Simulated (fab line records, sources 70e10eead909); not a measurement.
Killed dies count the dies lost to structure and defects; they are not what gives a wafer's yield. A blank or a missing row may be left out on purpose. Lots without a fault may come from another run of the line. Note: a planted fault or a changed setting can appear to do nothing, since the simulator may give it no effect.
Comparing a struck lot with a sound one	flow nand_harc	22 steps out of a route of 1302
Sound: the wafers L747.1, L747.4, L747.5. The struck wafers were L760.1, L760.4, L760.5. The cause is named last.
Order at every step that has rows: each side's tool, ch and its chambers, its first start. Under that, the readings that differ: sound wafers	struck wafers	difference of the means	sigmas: that difference in standard deviations of wafers without a fault.
alike: readings with means less than 2 such deviations apart, plus words and numbers identical on both sides. not compared: withheld readings, readings lacking a value on some wafer, bounds such as >300 that could conceal the same value, and numbers that have no deviation in the record and whose values overlap.
The two part at a step that has a row with sigmas, a row that says differs or no value, or rows on one side only. Numbers that don't overlap but have no deviation are shown without sigmas and don't part them. A reading that every wafer of one side lacks parts them only if that side has two wafers or more.

NHARC_P_CONTACT_CVD_23: deposits W, target thk 200 nm, time 557 s.
  sound: cvd_w-01 ch 0; struck: cvd_w-01 ch 0,1
reading	sound	struck	difference	sigmas
throttle_valve_pct (%)	7.7 7.8 7.6	8.7 8.6 7.9	+0.7	+2
  alike: heater_power_w
  not compared: since_wet_clean_h
NHARC_P_CONTACT_CMP_24: polishes, t overpolish 30 s, target thk 200 nm.
  sound on cmp-01 ch 0,1,3, day 7 18:22; struck on cmp-01 ch 0,2, day 13 02:56
  alike: edge_zone_pressure_frac, motor_current_A, overpolish_run_s, time_to_endpoint_s
after that, 1 step had no rows for these wafers: NHARC_P_CONTACT_SRD_26.
NHARC_P_CONTACT_INSPECT_27:
  sound on defect_inspect-02, day 7 18:44; struck on defect_inspect-01, day 13 03:18
  alike: raw_defect_count
then, 7 steps without rows for these wafers: NHARC_P_M0_DEP_00 (deposits SiOC, target thk 150 nm); NHARC_P_M0_DEHYDRATE_01 (time 120 s); NHARC_P_M0_HMDS_02 (time 30 s); NHARC_P_M0_COAT_33 (time 65 s); NHARC_P_M0_COAT_03 (resist thk 90 nm); NHARC_P_M0_SOFTBAKE_04 (time 55 s); NHARC_P_M0_EBR_05.
NHARC_P_M0_EXPOSE_06: exposes mask P M0, target cd 90 nm.
  sound on arfi_scanner-02 ch 0, day 7 19:30; struck on arfi_scanner-02 ch 0, day 13 04:04
reading	sound	struck	difference	sigmas
exposure_dose_mJ_cm2	81.37 81.28 81.33	110.33 110.41 110.20	+28.99	+99 or more
  alike: mask, focus_offset_nm
then, 2 steps without rows for these wafers: NHARC_P_M0_PEB_07 (peb time 65 s); NHARC_P_M0_DEVELOP_08 (develop time 35 s).
NHARC_P_M0_CD_MEAS_09: target cd 90 nm.
  sound on cd_sem-01 ch 0, day 7 19:38; struck on cd_sem-02 ch 0, day 13 04:12
reading	sound	struck	difference	sigmas
cd_nm (nm)	91.3 90.6 89.7	109.6 108.8 109.3	+18.7	+24
NHARC_P_M0_OVL_MEAS_10: pitch 180 nm.
  sound on overlay-02, day 7 19:44; struck on overlay-01, day 13 04:17
  alike: overlay_x_nm, overlay_y_nm
NHARC_P_M0_INSPECT_11:
  sound on defect_inspect-01, day 7 19:46; struck on defect_inspect-02, day 13 04:20
  alike: raw_defect_count
NHARC_P_M0_DESCUM_14: chemistry O2, time 3 s.
  sound on rie_diel-11 ch 0,1, day 7 19:50; struck on rie_diel-04 ch 0,1,2, day 13 04:24
reading	sound	struck	difference	sigmas
showerhead_plenum_p_Torr (Torr)	2.07 1.92 2.07	1.87 1.90 1.82	-0.16	-2
model.P_M0.cd_nm (nm)	90.99 90.98 89.58	110.1 109.7 109	+19.1	
  alike: drypump_motor_current_A, oes_product_au, rf_vpp_V, throttle_valve_pct
  not compared: rf_hours_counter_h
NHARC_P_M0_ETCH_34: etches the open film in N2/H2, target depth 40 nm, overetch 12 nm, time 43.94 s.
  sound on rie_diel-11 ch 0,1,2, day 7 19:56; struck on rie_diel-04 ch 0,1,2, day 13 04:29
  alike: drypump_motor_current_A, n2_flow_sccm, oes_product_au, rf_vpp_V, showerhead_plenum_p_Torr, throttle_valve_pct
  not compared: rf_hours_counter_h
NHARC_P_M0_ETCH_15: etches the open film in C4F8/Ar, target depth 150 nm, overetch 15 nm, time 82.5 s.
  sound: rie_diel-11 ch 1,2; struck: rie_diel-04 ch 1,2,3
reading	sound	struck	difference	sigmas
model.P_M0.cd_nm (nm)	91.47 90.8 89.27	110 109.4 108.8	+19	
  alike: oes_product_au, rf_vpp_V
  not compared: rf_hours_counter_h
NHARC_P_M0_CD_MEAS_16:
  sound on cd_sem-01, day 7 20:14; struck on cd_sem-01, day 13 04:41
reading	sound	struck	difference	sigmas
cd_nm (nm)	91.4 90.8 89.2	110.0 109.3 108.5	+18.8	+19
-- record jumps: 19 days between struck wafers' starts before vs after; left off in module P_M0, resumes in module END, first step shown is number 1302 of the route --
NHARC_END_SORT_01:
  at this point the record logs the struck wafers (prober-01 ch 0, day 31 20:19) and has no rows for the sound ones

WHERE THEY PART
First at NHARC_P_CONTACT_CVD_23; last, within this record, at NHARC_END_SORT_01.

WHY: what had been put in by the simulator
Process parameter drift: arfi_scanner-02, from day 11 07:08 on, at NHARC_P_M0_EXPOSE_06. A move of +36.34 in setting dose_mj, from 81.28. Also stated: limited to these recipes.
